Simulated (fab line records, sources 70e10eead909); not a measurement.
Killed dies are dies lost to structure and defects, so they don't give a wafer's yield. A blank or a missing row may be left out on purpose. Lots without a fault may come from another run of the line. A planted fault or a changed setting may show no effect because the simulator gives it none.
fab line records | flow nand_harc
record lots=5 wafers=15 last_day=33
route steps=1302 shown A_SGD_CUT@903 A_SLIT@922
lots that met no fault: from a run of the same line without faults
start_h: hours from the record's first day to the start of the lot's first wafer shown | wait_h: hours since the lot's step before | " the same as in the row above | L1.1+2: a row that stands for several wafers | - no value, or no start given | * or withheld: withheld | < > ~ a bound
route shown NAME@n: a module of which the file shows steps, and the number in the route of the first | usual: mean/standard deviation of fault-free wafers | same: alike in all rows | chamber/n: place in a boat | sites: the reading at each site | _std_site: their standard deviation | _edge_site: outer sites' mean less inner sites' | radius_mm: how far each site lies from the wafer's centre | mask NAME#n: copy n | behind: the tool/chamber that last shaped the wafer | hold: why the lot was held/for how many hours/how that ended | device: the transistor (n, p or np) that didn't switch | end of line: the same wafers' tests at the end of the route | a step without rows: its recipe alone | killed: dies lost to structure and defects at the first sort, not the wafer's yield | map: a wafer's dies, x killed, . not, _ none there
set.NAME: the setting as run; set.NAME@STEP: as run at that earlier step | model.NAME: the simulator's own value behind a step, which no gauge read
lots at some steps of the route; a table a step, a row a wafer
services: from which hour (start_h, from the record's first day; less than 0 if before it) a tool's chamber was out of use, for how many hours, and why
## steps
# step NHARC_A_SGD_CUT_INSPECT_11
# usual raw_defect_count=55/27
# columns lot.wafer tool chamber start_h wait_h raw_defect_count
L075.2 defect_inspect-01 - 446.54 0.0 60
L075.4 " - " " 63
L075.5 " - " " 81
L083.1 defect_inspect-02 - 520.32 0.0 35
L083.2 " - " " 33
L083.5 " - " " 26
L084.2 defect_inspect-02 - 534.68 0.0 15
L084.3 " - " " 22
L084.4 " - " " 25
L086.1 defect_inspect-02 - 549.65 0.0 77
L086.3 " - " " 78
L086.4 " - " " 74
L097.1 defect_inspect-01 - 653.08 0.0 8
L097.3 " - " " 5
L097.5 " - " " 8
# step NHARC_A_SGD_CUT_DESCUM_14
# recipe time_s=3 o2_flow_sccm=200 ar_flow_sccm=0 bias_power_w=0 chemistry=O2
# usual drypump_motor_current_A=5.6/0.39 oes_product_au=0.997/0.0068 rf_vpp_V=57.8/0.83 showerhead_plenum_p_Torr=1.90/0.073 throttle_valve_pct=11.311/0.0092
# columns lot.wafer tool chamber start_h wait_h drypump_motor_current_A oes_product_au rf_hours_counter_h rf_vpp_V showerhead_plenum_p_Torr throttle_valve_pct
L075.2 rie_diel-08 3 446.62 0.1 5.5 1.011 5.6 57.9 1.88 11.316
L075.4 " 1 " " 5.9 1.007 5.7 57.2 1.80 11.306
L075.5 " 2 " " 5.7 0.994 - 56.7 1.85 11.318
L083.2 rie_diel-12 0 520.39 0.1 5.4 0.989 4.4 58.2 1.90 11.319
L083.1 " 2 " " 5.3 0.993 3.1 58.0 1.85 11.319
L083.5 " 1 " " 5.7 0.984 - 57.4 1.95 11.312
L084.2 rie_diel-05 2 534.74 0.1 5.6 1.000 7.2 57.1 1.78 11.287
L084.4 " 3 " " 6.2 0.997 4.4 57.3 1.92 11.322
L084.3 " 0 " " 5.3 0.997 6.7 58.2 2.01 11.323
L086.4 rie_diel-05 3 549.72 0.1 6.2 0.995 5.5 58.5 1.92 11.305
L086.3 " 0 " " 5.3 0.997 8.0 59.0 2.01 11.290
L086.1 " 1 " " 5.2 0.996 8.1 57.1 1.98 11.307
L097.3 rie_diel-08 2 653.16 0.1 5.7 0.998 6.6 57.7 1.84 11.297
L097.1 " 3 " " 5.5 0.993 6.9 57.5 1.87 11.308
L097.5 " 1 " " 5.9 0.988 - 56.3 1.80 11.323
# step NHARC_A_SGD_CUT_ETCH_58
# recipe target_depth_a=390 over_etch_frac=0.3 time_s=65 ion_energy_ev=80 cf4_flow_sccm=150 ar_flow_sccm=0 rf_w=300 bias_w=100 chemistry=CF4
# usual cf4_flow_sccm=150.0/0.46 drypump_motor_current_A=5.6/0.39 oes_product_au=1.000/0.0064 rf_vpp_V=151.3/1.1 showerhead_plenum_p_Torr=1.76/0.062 throttle_valve_pct=13.283/0.0091
# columns lot.wafer tool chamber start_h wait_h cf4_flow_sccm drypump_motor_current_A oes_product_au rf_hours_counter_h rf_vpp_V showerhead_plenum_p_Torr throttle_valve_pct
L075.2 rie_diel-08 3 446.70 0.1 150.4 5.5 1.005 5.6 150.7 1.74 13.269
L075.4 " 1 " " 149.7 5.9 1.016 5.7 151.2 1.67 13.287
L075.5 " 0 " " 150.5 5.2 1.004 - 152.2 1.87 13.266
L083.1 rie_diel-12 3 520.47 0.1 149.9 6.4 1.001 4.0 150.6 1.76 13.287
L083.2 " 1 " " 150.4 5.7 1.001 4.0 151.5 1.80 13.261
L083.5 " 3 " " 149.8 6.4 0.998 - 151.5 1.76 13.282
L084.2 rie_diel-05 3 534.83 0.1 149.6 6.2 1.016 4.4 150.2 1.77 13.268
L084.3 " 0 " " 150.3 5.3 1.000 6.7 152.1 1.85 13.291
L084.4 " 1 " " 149.7 5.2 0.996 6.9 151.0 1.83 13.259
L086.1 rie_diel-05 1 549.80 0.1 150.1 5.2 1.005 8.1 152.6 1.83 13.298
L086.3 " 3 " " 149.8 6.2 1.010 5.5 150.8 1.77 13.287
L086.4 " 0 " " 149.9 5.3 1.005 8.0 153.0 1.85 13.284
L097.3 rie_diel-08 3 653.23 0.1 149.7 5.5 0.999 6.9 151.2 1.73 13.287
L097.1 " 2 " " 151.1 5.7 1.003 6.6 150.7 1.71 13.299
L097.5 " 3 " " 149.9 5.5 0.994 - 149.6 1.73 13.290
# step NHARC_A_SGD_CUT_ETCH_59
# recipe target_depth_a=2600 over_etch_frac=0.25 time_s=406.25 ion_energy_ev=200 n2_flow_sccm=150 h2_flow_sccm=150 ar_flow_sccm=0 rf_w=400 bias_w=150 chemistry=N2/H2
# usual drypump_motor_current_A=5.6/0.39 oes_product_au=0.998/0.0073 rf_vpp_V=430.2/2.3 showerhead_plenum_p_Torr=2.03/0.078 throttle_valve_pct=14.172/0.0093
# columns lot.wafer tool chamber start_h wait_h drypump_motor_current_A oes_product_au rf_hours_counter_h rf_vpp_V showerhead_plenum_p_Torr throttle_valve_pct
L075.4 rie_diel-08 3 - - 5.5 0.989 5.7 429.2 2.00 14.160
L075.2 " 0 " " 5.2 0.996 6.1 432.5 2.16 14.171
L075.5 " 3 " " 5.5 0.980 - 428.1 2.00 14.172
L083.2 rie_diel-12 3 - - 6.4 0.998 4.1 430.7 2.02 14.177
L083.1 " 1 " " 5.7 1.005 4.1 432.0 2.07 14.196
L083.5 " 0 " " 5.4 0.993 - 430.0 2.03 14.170
L084.2 rie_diel-05 3 - - 6.2 1.002 4.5 431.0 2.05 14.160
L084.3 " 0 " " 5.3 0.998 6.8 433.8 2.14 14.163
L084.4 " 1 " " 5.2 1.002 7.0 434.4 2.12 14.160
L086.3 rie_diel-05 2 - - 5.6 0.989 8.2 426.7 1.90 14.159
L086.1 " 3 " " 6.2 0.998 5.5 431.3 2.05 14.163
L086.4 " 0 " " 5.3 1.000 8.1 432.3 2.14 14.182
L097.3 rie_diel-08 2 - - 5.8 0.993 6.7 428.1 1.96 14.173
L097.1 " 0 " " 5.2 0.996 6.5 433.3 2.16 14.183
L097.5 " 2 " " 5.7 0.996 - 426.7 1.96 14.179
# step NHARC_A_SGD_CUT_ETCH_15
# recipe target_depth_a=750 time_s=64.3 ch3f_flow_sccm=50 o2_flow_sccm=30 ar_flow_sccm=200 rf_w=500 bias_w=100 chemistry=CH3F/O2
# usual drypump_motor_current_A=5.6/0.39 oes_product_au=0.959/0.016 rf_vpp_V=263.6/1.5 showerhead_plenum_p_Torr=2.44/0.092 throttle_valve_pct=20.663/0.0088
# columns lot.wafer tool chamber start_h wait_h drypump_motor_current_A oes_product_au rf_hours_counter_h rf_vpp_V showerhead_plenum_p_Torr throttle_valve_pct
L075.2 rie_diel-08 3 - - 5.5 0.961 5.9 264.0 2.41 20.658
L075.4 " 0 " " 5.2 0.975 6.1 264.4 2.60 20.655
L075.5 " 2 " " 5.7 0.954 - 262.0 2.38 20.656
L083.1 rie_diel-12 3 - - 6.5 0.967 4.3 263.0 2.44 20.664
L083.2 " 1 " " 5.7 0.962 4.1 264.8 2.50 20.681
L083.5 " 2 " " 5.3 0.968 - 264.2 2.37 20.676
L084.2 rie_diel-05 2 - - 5.6 0.958 7.4 261.7 2.29 20.683
L084.4 " 3 " " 6.2 0.971 4.7 263.8 2.47 20.664
L084.3 " 1 " " 5.1 0.982 7.1 265.7 2.55 20.684
L086.1 rie_diel-05 2 - - 5.6 0.976 8.4 261.2 2.29 20.668
L086.4 " 3 " " 6.3 0.957 5.7 264.7 2.47 20.653
L086.3 " 0 " " 5.2 0.968 8.1 264.4 2.58 20.658
L097.1 rie_diel-08 3 - - 5.5 0.911 7.2 264.5 2.41 20.647
L097.3 " 0 " " 5.2 0.930 6.6 264.6 2.59 20.661
L097.5 " 2 " " 5.7 0.920 - 261.7 2.37 20.646
# step NHARC_A_SGD_CUT_ETCH_16
# recipe target_depth_a=3105 time_s=155.2 c4f8_flow_sccm=withheld o2_flow_sccm=8 ar_flow_sccm=withheld rf_w=600 bias_w=800 chemistry=C4F8/O2/Ar
# usual oes_product_au=0.969/0.017 rf_vpp_V=722/3.8
# columns lot.wafer tool chamber start_h wait_h oes_product_au rf_hours_counter_h rf_vpp_V
L075.2 rie_diel-08 1 - - 0.975 5.9 718
L075.4 " 0 " " 0.970 6.2 730
L075.5 " 2 " " 0.969 - 719
L083.1 rie_diel-12 1 - - 0.980 4.2 723
L083.2 " 2 " " 0.992 3.3 719
L083.5 " 2 " " 0.981 - 719
L084.3 rie_diel-05 1 - - 0.975 7.1 727
L084.4 " 2 " " 0.968 7.5 715
L084.2 " 3 " " 0.975 4.7 723
L086.4 rie_diel-05 1 - - 0.981 8.3 727
L086.3 " 3 " " 0.971 5.7 723
L086.1 " 0 " " 0.968 8.1 727
L097.1 rie_diel-08 3 - - 0.956 7.2 722
L097.3 " 0 " " 0.932 6.6 728
L097.5 " 1 " " 0.935 - 717
# step NHARC_A_SGD_CUT_STRIP_60
# recipe c4f8_flow_sccm=withheld o2_flow_sccm=8 ar_flow_sccm=withheld bias_w=0 chemistry=C4F8/O2/Ar
# columns lot.wafer tool chamber start_h wait_h
L075.2+4+5 rie_diel-08 0,1,0 - -
L083.1+2+5 rie_diel-12 3,0,0 - -
L084.3+4+2 rie_diel-05 2,3,0 - -
L086.1+3+4 rie_diel-05 2,0,1 - -
L097.3+1+5 rie_diel-08 2,0,1 - -
# step NHARC_A_SGD_CUT_STRIP_17
# recipe o2_flow_sccm=500 ar_flow_sccm=0 bias_w=0 chemistry=O2
# usual drypump_motor_current_A=5.6/0.41 oes_product_au=0.998/0.0063 rf_vpp_V=57.8/0.85 showerhead_plenum_p_Torr=3.51/0.13 throttle_valve_pct=17.038/0.0084
# columns lot.wafer tool chamber start_h wait_h drypump_motor_current_A oes_product_au rf_hours_counter_h rf_vpp_V showerhead_plenum_p_Torr throttle_valve_pct
L075.4 rie_diel-08 3 - - 5.5 0.996 6.0 55.9 3.46 17.030
L075.2 " 1 " " 5.9 1.001 6.0 56.4 3.34 17.028
L075.5 " 2 " " 5.7 0.999 - 57.6 3.42 17.035
L083.1 rie_diel-12 1 - - 5.8 1.005 4.2 60.0 3.58 17.043
L083.2 " 2 " " 5.2 1.001 3.4 58.3 3.41 17.030
L083.5 " 0 " " 5.4 0.999 - 58.2 3.51 17.041
L084.3 rie_diel-05 2 - - 5.6 0.990 7.5 57.4 3.30 17.039
L084.2 " 0 " " 5.3 0.996 7.1 58.6 3.69 17.035
L084.4 " 1 " " 5.2 0.993 7.2 58.9 3.65 17.027
L086.4 rie_diel-05 3 - - 6.2 1.010 5.8 58.3 3.54 17.031
L086.3 " 0 " " 5.3 1.005 8.2 59.0 3.69 17.035
L086.1 " 1 " " 5.2 0.998 8.3 58.7 3.65 17.052
L097.3 rie_diel-08 3 - - 5.5 1.000 7.3 57.9 3.46 17.035
L097.1 " 0 " " 5.2 0.983 6.7 60.4 3.71 17.030
L097.5 " 3 " " 5.5 1.004 - 57.7 3.46 17.058
# step NHARC_A_SGD_CUT_PRECLEAN_18
# recipe time_s=* temp_c=50 bath_age_min=0 chemistry=SC1
# usual bath_heat_duty_pct=7.0/0.98
# same bath_age_min=0
# columns lot.wafer tool chamber start_h wait_h bath_heat_duty_pct
L075.4 wet_bench-02 7 447.59 - 7.4
L075.2 " 1 " " 8.1
L075.5 " 3 " " 7.5
L083.2 wet_bench-04 6 521.37 - 6.5
L083.1 " 7 " " 7.2
L083.5 " 0 " " 7.3
L084.4 wet_bench-02 5 535.73 - 6.8
L084.3 " 7 " " 7.4
L084.2 " 0 " " 9.8
L086.4 wet_bench-05 7 550.69 - 7.3
L086.3 " 1 " " 8.0
L086.1 " 3 " " 6.9
L097.1 wet_bench-02 5 654.11 - 6.4
L097.3 " 0 " " 9.1
L097.5 " 2 " " 7.1
# step NHARC_A_SGD_CUT_SRD_19
# columns lot.wafer tool chamber start_h wait_h
L075.4+2+5 wet_bench-02 7,1,3 - -
L083.2+1+5 wet_bench-04 6,7,0 - -
L084.4+3+2 wet_bench-02 5,7,0 - -
L086.4+3+1 wet_bench-05 7,1,3 - -
L097.1+3+5 wet_bench-02 5,0,2 - -
# step NHARC_A_SGD_CUT_DEP_20
# recipe target_thk_a=1500 temp_c=65 material=SiO2
# columns lot.wafer tool chamber start_h wait_h
L075.2+4+5 fcvd-02 0 447.76 -
L083.1+2+5 fcvd-02 1,0,1 521.50 -
L084.2+3+4 fcvd-01 0,1,0 535.89 -
L086.1+4+3 fcvd-02 0,0,1 550.83 -
L097.1+3+5 fcvd-01 1,0,1 654.26 -
# step NHARC_A_SGD_CUT_ANNEAL_27
# recipe temp_c=450 time_s=1800
# usual zone_power_lower_pct=5.4/0.32
# columns lot.wafer tool chamber start_h wait_h zone_power_lower_pct
L075.2 furnace-08 0 451.34 3.6 5.2
L075.4 " 0 " " 5.2
L075.5 " 0 " " 5.2
L083.1 furnace-05 0 524.83 3.3 5.8
L083.2 " 0 " " 5.8
L083.5 " 0 " " 5.8
L084.2 furnace-02 0 539.06 3.1 5.1
L084.3 " 0 " " 5.1
L084.4 " 0 " " 5.1
L086.1 furnace-08 0 557.09 6.2 5.3
L086.3 " 0 " " 5.2
L086.4 " 0 " " 5.3
L097.1 furnace-08 0 657.56 3.3 5.2
L097.3 " 0 " " 5.3
L097.5 " 0 " " 5.2
# step NHARC_A_SGD_CUT_CMP_21
# recipe target_thk_nm=148.19
# usual motor_current_A=11.4/1.1 time_to_endpoint_s=50.6/2.7
# columns lot.wafer tool chamber start_h wait_h motor_current_A time_to_endpoint_s
L075.4 cmp-04 2 452.80 0.4 9.9 48.9
L075.2 " 1 " " 12.5 48.7
L075.5 " 3 " " 9.7 45.6
L083.2 cmp-01 2 526.28 0.4 10.2 48.1
L083.1 " 1 " " 12.7 48.9
L083.5 " 2 " " 10.7 48.0
L084.2 cmp-04 1 540.50 0.4 11.4 53.4
L084.3 " 3 " " 10.4 52.7
L084.4 " 0 " " 11.9 52.4
L086.1 cmp-03 3 558.57 0.4 12.4 51.6
L086.3 " 0 " " 12.2 47.6
L086.4 " 1 " " 11.3 51.4
L097.1 cmp-01 3 659.06 0.4 10.7 49.3
L097.3 " 0 " " 12.9 50.0
L097.5 " 1 " " 13.5 48.4
# step NHARC_A_SGD_CUT_THK_MEAS_22
# recipe thk_meas_gauge=ellipsometry
# usual thk_nm=148.5/1.3
# columns lot.wafer tool chamber start_h wait_h thk_nm
L075.2 film_metro-02 - 453.06 0.2 151.1
L075.4 " - " " 148.8
L075.5 " - " " 148.6
L083.1 film_metro-01 - 526.53 0.2 149.2
L083.2 " - " " 145.1
L083.5 " - " " 147.5
L084.2 film_metro-01 - 540.76 0.2 149.1
L084.3 " - " " 148.5
L084.4 " - " " 151.4
L086.1 film_metro-02 - 558.80 0.2 147.3
L086.3 " - " " 149.1
L086.4 " - " " 148.5
L097.1 film_metro-01 - 659.26 0.2 148.8
L097.3 " - " " 149.0
L097.5 " - " " 146.7
# step NHARC_A_SGD_CUT_SRD_23
# columns lot.wafer tool chamber start_h wait_h
L075.2+4+5 wet_bench-02 6,0,2 453.10 0.0
L083.1+2+5 wet_bench-05 2,3,5 526.57 0.0
L084.3+2+4 wet_bench-04 4,7,0 540.80 0.0
L086.1+4+3 wet_bench-02 4,5,6 558.86 0.1
L097.1+3+5 wet_bench-05 1,2,3 659.31 0.0
# step NHARC_A_SGD_CUT_ETCH_26
# recipe target_depth_a=458 chemistry=dHF material=SiO2
# columns lot.wafer tool chamber start_h wait_h
L075.2+4+5 wet_bench-02 6,0,2 453.13 0.0
L083.1+2+5 wet_bench-05 2,3,5 526.60 0.0
L084.3+2+4 wet_bench-04 4,7,0 540.83 0.0
L086.1+4+3 wet_bench-02 4,5,6 558.88 0.0
L097.1+3+5 wet_bench-05 1,2,3 659.34 0.0
# step NHARC_A_SGD_CUT_ETCHBACK_24
# recipe target_depth_a=500 over_etch_frac=0.3 time_s=92.857 ion_energy_ev=120 ch3f_flow_sccm=50 o2_flow_sccm=30 ar_flow_sccm=200 rf_w=500 bias_w=100 chemistry=CH3F/O2
# usual drypump_motor_current_A=5.6/0.41 oes_product_au=0.96/0.034 rf_vpp_V=244.4/1.6 showerhead_plenum_p_Torr=2.45/0.092 throttle_valve_pct=20.663/0.01
# columns lot.wafer tool chamber start_h wait_h drypump_motor_current_A oes_product_au rf_hours_counter_h rf_vpp_V showerhead_plenum_p_Torr throttle_valve_pct
L075.2 rie_diel-05 3 453.31 0.2 6.3 1.01 1 244.4 2.47 20.660
L075.4 " 0 " " 5.3 0.99 1 246.0 2.58 20.656
L075.5 " 2 " " 5.6 0.98 - 240.5 2.30 20.672
L083.2 rie_diel-05 1 526.77 0.2 5.2 0.99 7 245.9 2.55 20.681
L083.1 " 2 " " 5.6 0.99 7 241.3 2.29 20.675
L083.5 " 1 " " 5.2 0.99 - 246.3 2.55 20.666
L084.4 rie_diel-05 3 540.98 0.1 6.2 0.92 5 244.5 2.47 20.679
L084.3 " 0 " " 5.3 0.93 8 246.1 2.58 20.654
L084.2 " 2 " " 5.6 0.92 8 241.8 2.29 20.657
L086.1 rie_diel-05 0 559.04 0.2 5.3 0.93 8 246.3 2.58 20.666
L086.4 " 1 " " 5.2 0.92 9 245.1 2.55 20.651
L086.3 " 2 " " 5.6 0.92 9 241.7 2.29 20.663
L097.1 rie_diel-05 3 659.50 0.2 6.2 1.00 4 244.9 2.46 20.671
L097.3 " 0 " " 5.3 0.98 4 245.2 2.57 20.648
L097.5 " 2 " " 5.6 0.99 - 242.8 2.29 20.665
# step NHARC_A_SGD_CUT_STRIP_28
# recipe time_s=20 o2_flow_sccm=500 ar_flow_sccm=0 bias_w=0 chemistry=O2
# usual drypump_motor_current_A=5.6/0.41 oes_product_au=0.998/0.0068 rf_vpp_V=57.7/0.82 showerhead_plenum_p_Torr=3.52/0.13 throttle_valve_pct=17.037/0.0091
# columns lot.wafer tool chamber start_h wait_h drypump_motor_current_A oes_product_au rf_hours_counter_h rf_vpp_V showerhead_plenum_p_Torr throttle_valve_pct
L075.2 rie_diel-05 3 - - 6.2 1.007 1 57.5 3.54 17.038
L075.4 " 0 " " 5.3 0.997 1 56.9 3.70 17.052
L075.5 " 3 " " 6.2 0.997 - 58.0 3.54 17.039
L083.2 rie_diel-05 0 - - 5.3 0.998 7 58.9 3.69 17.047
L083.1 " 3 " " 6.2 0.994 4 58.7 3.54 17.044
L083.5 " 1 " " 5.1 1.000 - 58.8 3.65 17.040
L084.2 rie_diel-05 1 - - 5.2 0.993 8 58.7 3.65 17.043
L084.3 " 2 " " 5.6 1.004 8 56.7 3.30 17.030
L084.4 " 3 " " 6.2 1.006 5 58.1 3.54 17.043
L086.4 rie_diel-05 1 - - 5.2 1.006 9 58.8 3.65 17.033
L086.3 " 2 " " 5.6 0.997 9 57.0 3.30 17.041
L086.1 " 3 " " 6.2 1.010 6 57.7 3.54 17.049
L097.3 rie_diel-05 0 - - 5.3 0.988 4 58.3 3.69 17.038
L097.1 " 1 " " 5.2 0.995 4 58.0 3.64 17.032
L097.5 " 0 " " 5.3 0.999 - 58.3 3.69 17.031
# step NHARC_A_SGD_CUT_INSPECT_25
# usual raw_defect_count=381/80
# columns lot.wafer tool chamber start_h wait_h raw_defect_count
L075.2 defect_inspect-01 - 453.53 - 347
L075.4 " - " " 424
L075.5 " - " " 431
L083.1 defect_inspect-01 - 527.00 - 365
L083.2 " - " " 270
L083.5 " - " " 438
L084.2 defect_inspect-02 - 541.22 - 315
L084.3 " - " " 264
L084.4 " - " " 329
L086.1 defect_inspect-02 - 559.27 - 348
L086.3 " - " " 320
L086.4 " - " " 444
L097.1 defect_inspect-01 - 659.73 - 301
L097.3 " - " " 415
L097.5 " - " " 338
# step NHARC_A_SLIT_DEP_25
# recipe target_thk_a=2000 temp_c=400 pressure_torr=6.5 rf_w=900 teos_flow_sccm=161.4 flow_sccm=2650 target_thk_nm=200 gas=O2 material=SiO2
# usual flow_sccm=2650/7.7 heater_power_w=502/65 throttle_valve_pct=16.1/0.72
# columns lot.wafer tool chamber start_h wait_h flow_sccm heater_power_w throttle_valve_pct
L075.2 pecvd-01 0 453.63 0.1 2644 541 16.3
L075.5 " 2 " " 2650 538 15.6
L075.4 " 1 " " 2666 602 17.0
L083.2 pecvd-01 2 527.10 0.1 2654 518 15.6
L083.1 " 0 " " 2636 435 16.3
L083.5 " 2 " " 2649 518 15.8
L084.3 pecvd-02 2 541.29 0.1 2660 388 17.2
L084.2 " 0 " " 2646 700 15.3
L084.4 " 0 " " 2648 694 15.4
L086.3 pecvd-04 2 559.37 0.1 2646 383 16.4
L086.1 " 0 " " 2653 500 16.2
L086.4 " 2 " " 2652 401 16.5
L097.1 pecvd-01 0 659.84 0.1 2650 598 16.3
L097.3 " 1 " " 2654 490 17.5
L097.5 " 1 " " 2640 506 17.1
# step NHARC_A_SLIT_DEP_00
# recipe target_thk_a=62000 temp_c=400 material=aC
# usual throttle_valve_pct=35.000/0.0081
# columns lot.wafer tool chamber start_h wait_h throttle_valve_pct
L075.2 acl_dep-02 0 454.56 - 34.999
L075.4 " 0 455.80 - 35.000
L075.5 " 0 " " 35.010
L083.1 acl_dep-03 0 527.91 - 35.003
L083.2 " 0 " " 35.023
L083.5 " 0 530.40 - 35.011
L084.2 acl_dep-03 0 542.61 - 35.000
L084.3 " 0 " " 34.988
L084.4 " 0 " " 35.004
L086.1 acl_dep-02 0 560.13 - 34.997
L086.3 " 0 561.38 - 35.007
L086.4 " 0 " " 34.987
L097.1 acl_dep-01 0 660.35 - 34.999
L097.3 " 0 661.58 - 34.993
L097.5 " 0 662.82 - 35.006
# step NHARC_A_SLIT_DEP_23
# recipe target_thk_a=1000 target_thk_nm=100 temp_c=400 pressure_torr=3.5 flow_sccm=200 rf_w=350 material=SiON
# usual heater_power_w=701/63
# columns lot.wafer tool chamber start_h wait_h heater_power_w
L075.2 pecvd-01 2 457.75 2.6 689
L075.4 " 1 " " 790
L075.5 " 2 " " 695
L083.2 pecvd-01 2 531.66 2.5 656
L083.1 " 0 " " 645
L083.5 " 0 " " 663
L084.3 pecvd-04 2 545.81 1.9 640
L084.2 " 0 " " 712
L084.4 " 2 " " 654
L086.1 pecvd-01 0 563.90 3.1 686
L086.3 " 2 " " 651
L086.4 " 2 " " 655
L097.1 pecvd-02 1 664.10 3.1 606
L097.3 " 2 " " 646
L097.5 " 2 " " 647
# step NHARC_A_SLIT_DEHYDRATE_01
# recipe temp_c=150 time_s=120
# columns lot.wafer tool chamber start_h wait_h
L075.2+4+5 litho_track-06 0 457.99 0.2
L083.1+2+5 litho_track-01 0 531.94 0.2
L084.2+3+4 litho_track-01 0 546.07 0.2
L086.1+3+4 litho_track-01 0 564.17 0.2
L097.1+3+5 litho_track-01 0 664.34 0.2
# step NHARC_A_SLIT_HMDS_02
# recipe time_s=30
# columns lot.wafer tool chamber start_h wait_h
L075.2+4+5 litho_track-06 0 - -
L083.1+2+5 litho_track-01 0 - -
L084.2+3+4 litho_track-01 0 - -
L086.1+3+4 litho_track-01 0 - -
L097.1+3+5 litho_track-01 0 - -
# step NHARC_A_SLIT_COAT_03
# recipe spin_rpm=1500 resist_thk_nm=90
# columns lot.wafer tool chamber start_h wait_h
L075.2+4+5 litho_track-06 0 - -
L083.1+2+5 litho_track-01 0 - -
L084.2+3+4 litho_track-01 0 - -
L086.1+3+4 litho_track-01 0 - -
L097.1+3+5 litho_track-01 0 - -
# step NHARC_A_SLIT_SOFTBAKE_04
# recipe temp_c=105 time_s=55
# columns lot.wafer tool chamber start_h wait_h
L075.2+4+5 litho_track-06 0 - -
L083.1+2+5 litho_track-01 0 - -
L084.2+3+4 litho_track-01 0 - -
L086.1+3+4 litho_track-01 0 - -
L097.1+3+5 litho_track-01 0 - -
# step NHARC_A_SLIT_EBR_05
# columns lot.wafer tool chamber start_h wait_h
L075.2+4+5 litho_track-06 0 - -
L083.1+2+5 litho_track-01 0 - -
L084.2+3+4 litho_track-01 0 - -
L086.1+3+4 litho_track-01 0 - -
L097.1+3+5 litho_track-01 0 - -
# step NHARC_A_SLIT_EXPOSE_06
# recipe na=1.35 dose_mj=60.82 mask_id=SLIT
# usual exposure_dose_mJ_cm2=60.76/0.063
# same na=1.35
# columns lot.wafer tool chamber start_h wait_h mask exposure_dose_mJ_cm2
L075.2 arfi_scanner-01 0 458.14 - SLIT#0 60.71
L075.4 " 0 " " SLIT#0 60.71
L075.5 " 0 " " SLIT#0 60.73
L083.1 arfi_scanner-01 0 532.08 - SLIT#0 60.76
L083.2 " 0 " " SLIT#0 60.85
L083.5 " 0 " " SLIT#0 60.81
L084.2 arfi_scanner-02 0 546.35 - SLIT#0 60.85
L084.3 " 0 " " SLIT#0 60.89
L084.4 " 0 " " SLIT#0 60.82
L086.1 arfi_scanner-01 0 564.44 - SLIT#0 60.70
L086.3 " 0 " " SLIT#0 60.65
L086.4 " 0 " " SLIT#0 60.69
L097.1 arfi_scanner-03 0 664.49 - SLIT#0 60.79
L097.3 " 0 " " SLIT#0 60.77
L097.5 " 0 " " SLIT#0 60.85
# step NHARC_A_SLIT_PEB_07
# recipe peb_temp_c=100 peb_time_s=65
# columns lot.wafer tool chamber start_h wait_h
L075.2+4+5 litho_track-04 0 458.20 0.1
L083.1+2+5 litho_track-04 0 532.14 0.1
L084.2+3+4 litho_track-04 0 546.40 0.1
L086.1+3+4 litho_track-06 0 564.50 0.1
L097.1+3+5 litho_track-06 0 664.55 0.1
# step NHARC_A_SLIT_DEVELOP_08
# recipe develop_time_s=35 dev_temp_c=23
# columns lot.wafer tool chamber start_h wait_h
L075.2+4+5 litho_track-04 0 - -
L083.1+2+5 litho_track-04 0 - -
L084.2+3+4 litho_track-04 0 - -
L086.1+3+4 litho_track-06 0 - -
L097.1+3+5 litho_track-06 0 - -
# step NHARC_A_SLIT_CD_MEAS_09
# recipe target_cd_nm=300 landing_energy_ev=500
# usual cd_nm=299.9/0.45
# columns lot.wafer tool chamber start_h wait_h cd_nm
L075.2 cd_sem-02 0 458.28 - 300.0
L075.4 " 0 " " 300.4
L075.5 " 0 " " 300.6
L083.1 cd_sem-03 0 532.22 - 299.9
L083.2 " 0 " " 299.9
L083.5 " 0 " " 300.5
L084.2 cd_sem-01 0 546.49 - 300.5
L084.3 " 0 " " 300.9
L084.4 " 0 " " 299.9
L086.1 cd_sem-02 0 564.58 - 299.7
L086.3 " 0 " " 299.6
L086.4 " 0 " " 299.6
L097.1 cd_sem-03 0 664.63 - 300.0
L097.3 " 0 " " 301.2
L097.5 " 0 " " 299.8
# step NHARC_A_SLIT_OVL_MEAS_10
# usual overlay_x_nm=0.2/0.77 overlay_y_nm=0.0/0.85
# columns lot.wafer tool chamber start_h wait_h overlay_x_nm overlay_y_nm
L075.2 overlay-01 - 458.36 - -0.5 1.2
L075.4 " - " " -0.3 1.4
L075.5 " - " " 0.0 1.3
L083.1 overlay-01 - 532.31 - 0.3 0.4
L083.2 " - " " 0.0 0.3
L083.5 " - " " 0.4 0.6
L084.2 overlay-02 - 546.57 - -1.1 -1.0
L084.3 " - " " -1.3 -1.0
L084.4 " - " " -1.2 -1.6
L086.1 overlay-02 - 564.66 - 1.1 0.0
L086.3 " - " " 1.9 0.3
L086.4 " - " " 0.9 -0.2
L097.1 overlay-01 - 664.71 - 0.1 -0.2
L097.3 " - " " 0.6 0.3
L097.5 " - " " 0.6 0.1
# step NHARC_A_SLIT_INSPECT_11
# usual raw_defect_count=58/26
# columns lot.wafer tool chamber start_h wait_h raw_defect_count
L075.2 defect_inspect-02 - 458.40 0.0 65
L075.4 " - " " 65
L075.5 " - " " 80
L083.1 defect_inspect-02 - 532.35 0.0 40
L083.2 " - " " 29
L083.5 " - " " 29
L084.2 defect_inspect-02 - 546.61 0.0 19
L084.3 " - " " 26
L084.4 " - " " 31
L086.1 defect_inspect-01 - 564.70 0.0 75
L086.3 " - " " 78
L086.4 " - " " 81
L097.1 defect_inspect-02 - 664.75 0.0 10
L097.3 " - " " 12
L097.5 " - " " 10
## services
# columns tool chamber start_h hours kind
wet_bench-05 - 436.82 8.0 pm
rie_diel-12 0 441.02 2.6 repair
rie_diel-12 - 445.40 9.0 pm
wet_bench-04 - 466.34 0.5 repair
rie_diel-05 3 476.13 21.9 repair
wet_bench-04 - 477.53 4.4 repair
rie_diel-08 2 484.20 3.3 repair
pecvd-01 - 492.36 13.0 pm
rie_diel-08 0 497.87 8.6 repair
litho_track-01 - 505.00 7.0 pm
litho_track-06 - 529.00 7.0 pm
rie_diel-08 - 544.81 9.0 pm
litho_track-04 - 553.00 7.0 pm
wet_bench-04 - 562.77 1.5 repair
wet_bench-04 - 579.24 8.0 pm
rie_diel-05 2 582.00 29.5 repair
rie_diel-05 - 583.60 9.0 pm
rie_diel-12 2 591.49 8.6 repair
wet_bench-02 - 596.09 8.0 pm
wet_bench-05 - 612.82 8.0 pm
rie_diel-12 - 622.40 9.0 pm
rie_diel-08 2 638.33 2.5 repair
rie_diel-12 2 645.39 8.7 repair
rie_diel-08 0 658.49 5.7 repair
## key
fault none
